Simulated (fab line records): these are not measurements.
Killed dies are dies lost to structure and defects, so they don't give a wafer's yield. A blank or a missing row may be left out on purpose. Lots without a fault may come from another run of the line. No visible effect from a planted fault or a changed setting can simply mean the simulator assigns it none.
Matching of chambers | flow nand harc | 4 sister chambers for NHARC_A_STAIRCASE_DESCUM_252 on rie diel-06
The step chemistry O2, time 3 s. 8 wafers are shown with their chamber, then 9 later ones without.

WAFERS WITH THEIR CHAMBER
wafer  | chamber | showerhead plenum p Torr (Torr) | drypump motor current A (A)
L087.1 | 3       | 1.85                            | 6.3
L087.2 | 0       | 1.85                            | 6.2
L086.1 | 1       | 1.81                            | 5.5
L086.3 | 3       | 1.85                            | 6.2
L086.4 | 2       | 2.06                            | 6.3
L091.2 | 0       | 1.85                            | 6.1
L091.3 | 2       | 2.05                            | 6.3
L091.4 | 1       | 1.81                            | 5.5

WAFERS WITHOUT THEIR CHAMBER
wafer  | showerhead plenum p Torr (Torr) | drypump motor current A (A)
L090.2 | 2.05                            | 6.4
L090.4 | 1.84                            | 6.2
L090.5 | 1.84                            | 6.2
L092.2 | 1.85                            | 6.1
L092.4 | 2.05                            | 6.4
L092.6 | 1.84                            | 6.2
L093.1 | 1.80                            | 5.5
L093.2 | 1.85                            | 6.1
L093.5 | 1.80                            | 5.5

WHICH CHAMBER EACH WENT THROUGH
wafer  | from the rows above     | in truth
L090.2 | 2                       | 2
L090.4 | can't be placed: 0 or 3 | 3
L090.5 | can't be placed: 0 or 3 | 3
L092.2 | can't be placed: 0 or 3 | 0
L092.4 | 2                       | 2
L092.6 | can't be placed: 0 or 3 | 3
L093.1 | 1                       | 1
L093.2 | can't be placed: 0 or 3 | 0
L093.5 | 1                       | 1
Correct placement for 4 of the 9. These rows do not allow placing 5 (true chamber among the candidates in 5). Wrongly placed: 0.
How it was worked out, from the rows above alone: a wafer's distance from a chamber is the root of the sum, over the readings, of the square of ((its reading less the chamber's mean) divided by the reading's scatter). If the next closest chamber is less than 2 further off than the closest, the wafer can't be placed; otherwise it belongs to the closest. For every chamber, the mean is computed from those of its wafers that are shown. The scatter is the square root of a quotient: the sum, over the shown wafers, of each reading's squared deviation from its chamber's mean, divided by wafers minus chambers.
